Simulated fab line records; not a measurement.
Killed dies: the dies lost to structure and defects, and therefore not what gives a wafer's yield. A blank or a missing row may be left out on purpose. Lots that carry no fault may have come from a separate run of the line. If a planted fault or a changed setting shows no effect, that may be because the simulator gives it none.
Split-lot study | flow n5Finfet | 21 wafers read across 7 lots, on a route 1938 steps long

ON THE SPLIT
At N5_FIN_SAQP_HM_DEP_03 (deposits SiNx from SiH4/NH3/N2, target thk 38 nm, time 33.6 s), the setting timeS was moved away from the recipe's 33.6 s on 5 of the 21 wafers read, by +6.8% to +11.4%. The other wafers ran this setting at the recipe's value.

FROM THE SPLIT TO THE READING: what the file shows between them, 9 steps
- N5_FIN_SAQP_THK_MEAS_05
- N5_FIN_SAQP_SPACER1_ALD_24: deposits SiO2, target thk 20.3 nm, pulse time 1 s, purge time 2 s (also split here: tempC)
- N5_FIN_SAQP_MANDREL_ETCH_58: etches a-Si in HBr/Cl2, stops on SiNx, target depth 45 nm, bt time 10 s, time 27 s (also split here: biasW)
- N5_FIN_SAQP_RECESS_63: chemistry HF/NH3, target SiO2, target depth 18 nm, afs cycles 3, sublimation time 60 s
- N5_FIN_SAQP_COAT_68: time 60 s, resist thk 100 nm
- N5_FIN_SAQP_SPACER2_ALD_28: deposits SiO2, target thk 8.1 nm, pulse time 1 s, purge time 2 s
- N5_FIN_SAQP_SPACER2_ETCHBACK_29: etches SiO2 in CHF3/O2, target depth 12.2 nm, time 6.1 s
- N5_FIN_SAQP_MANDREL2_REMOVE_60: chemistry HBr/Cl2/O2, target a-Si, stops on SiNx, bt time 10 s
- N5_FIN_SAQP_HM_OPEN_33: chemistry CH3F/O2, target SiNx, target depth 49.4 nm, time 70.6 s

THE READING
SiNx_of_FIN_SAQP_HM_DEP_03.thkNm (the simulator's own value, which no gauge read), in nm, at N5_FIN_SAQP_ETCH_34 (etches SiO2 in C4F6/O2, target depth 45 nm, time 15 s). No usual value for it is given in the file. The 16 wafers here that ran the recipe average 34.8 nm, standard deviation 0.54 nm.

wafer  | tool, chamber at the split | timeS as run, s | against the recipe | SiNx_of_FIN_SAQP_HM_DEP_03.thkNm, nm | against lot-mates on the recipe
L076.1 | pecvd-02, 1                | 33.6            | recipe             | 33.8                                 | -
L076.5 | pecvd-02, 1                | 33.6            | recipe             | 34.2                                 | -
L076.6 | pecvd-02, 0                | 33.6            | recipe             | 35                                   | -
L078.1 | pecvd-01, 1                | 33.6            | recipe             | 34.4                                 | -
L078.2 | pecvd-01, 0                | 33.6            | recipe             | 34.2                                 | -
L078.4 | pecvd-01, 0                | 33.6            | recipe             | 34.6                                 | -
L080.1 | pecvd-01, 0                | 36.81           | +9.6%              | 38.2                                 | no lot-mate on the recipe
L080.2 | pecvd-01, 2                | 36.81           | +9.6%              | 38                                   | no lot-mate on the recipe
L080.5 | pecvd-01, 0                | 36.81           | +9.6%              | 39.2                                 | no lot-mate on the recipe
L084.2 | pecvd-01, 2                | 33.6            | recipe             | 34                                   | -
L084.3 | pecvd-01, 0                | 33.6            | recipe             | 34.6                                 | -
L084.6 | pecvd-01, 0                | 33.6            | recipe             | 35.2                                 | -
L090.1 | pecvd-04, 2                | 37.42           | +11.4%             | 39                                   | +4.2
L090.3 | pecvd-04, 0                | 33.6            | recipe             | 34.6                                 | -
L090.5 | pecvd-04, 1                | 33.6            | recipe             | 35                                   | -
L093.1 | pecvd-04, 2                | 33.6            | recipe             | 34.8                                 | -
L093.3 | pecvd-04, 0                | 33.6            | recipe             | 35                                   | -
L093.4 | pecvd-04, 2                | 33.6            | recipe             | 35.8                                 | -
L095.1 | pecvd-04, 2                | 33.6            | recipe             | 35.4                                 | -
L095.6 | pecvd-04, 0                | 33.6            | recipe             | 35.4                                 | -
L095.3 | pecvd-04, 1                | 35.89           | +6.8%              | 37                                   | +1.6

THE FIT
A straight line over all 21 wafers: SiNx_of_FIN_SAQP_HM_DEP_03.thkNm changes by +0.379 nm for each +1% of timeS; r = +0.95; the points scatter about the line by 0.54 nm.
The same after taking each lot's own level away (the mean of its wafers on the recipe; 18 wafers): +0.336 nm for each +1%; r = +0.93; scatter 0.42 nm.
According to that fit, moving timeS by its largest amount changes the reading by 3.8 nm.
From 34.33 to 35.40 nm: that is the span of the lots' own levels, equal to 2.0 times the standard deviation above.
So the lot-to-lot level changes the slope: the two fits differ.
Check: with one of the wafers moved furthest among these (+11.4%) left out of the fit, the line predicts +2.67 nm for it against its lot-mates. Against them it came out at +4.2 nm.

THESE WAFERS: OTHER SPLITS
These wafers also went through other splits before the reading. Each is held against what the fit with the lots' levels taken away leaves over:
other split on the same wafers    | wafers away from the commonest value | r with SiNx_of_FIN_SAQP_HM_DEP_03.thkNm (lot level and that fit taken away)
N5_FIN_SAQP_SPACER1_ALD_24 tempC  | 8                                    | +0.18
N5_FIN_SAQP_MANDREL_ETCH_58 biasW | 7                                    | +0.07

THE WHOLE CHAIN: every reading that the file lists as answering this split, in the file's order
step                           | what it does                                                      | reading                                                                           | change (the file's fit)               | r (the file's)
N5_FIN_SAQP_HM_DEP_03          | deposits SiNx from SiH4/NH3/N2, target thk 38 nm, time 33.6 s     | SiNx_of_FIN_SAQP_HM_DEP_03.thkNm (the simulator's own value, which no gauge read) | +0.323 nm for each +1% of the setting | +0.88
N5_FIN_SAQP_THK_MEAS_05        |                                                                   | thkNm                                                                             | withheld for each +1% of the setting  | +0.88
N5_FIN_SAQP_MANDREL2_REMOVE_60 | chemistry HBr/Cl2/O2, target a-Si, stops on SiNx, bt time 10 s    | SiNx_of_FIN_SAQP_HM_DEP_03.thkNm (the simulator's own value, which no gauge read) | +0.313 nm for each +1% of the setting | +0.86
N5_FIN_SAQP_HM_OPEN_33         | chemistry CH3F/O2, target SiNx, target depth 49.4 nm, time 70.6 s | etch.depthNm (the simulator's own value, which no gauge read)                     | +0.323 nm for each +1% of the setting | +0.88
N5_FIN_SAQP_ETCH_34            | etches SiO2 in C4F6/O2, target depth 45 nm, time 15 s             | SiNx_of_FIN_SAQP_HM_DEP_03.thkNm (the simulator's own value, which no gauge read) | +0.334 nm for each +1% of the setting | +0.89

THE FILE'S OWN FIT
SiNx_of_FIN_SAQP_HM_DEP_03.thkNm changes by +0.334 nm for each +1% of timeS, r = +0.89.
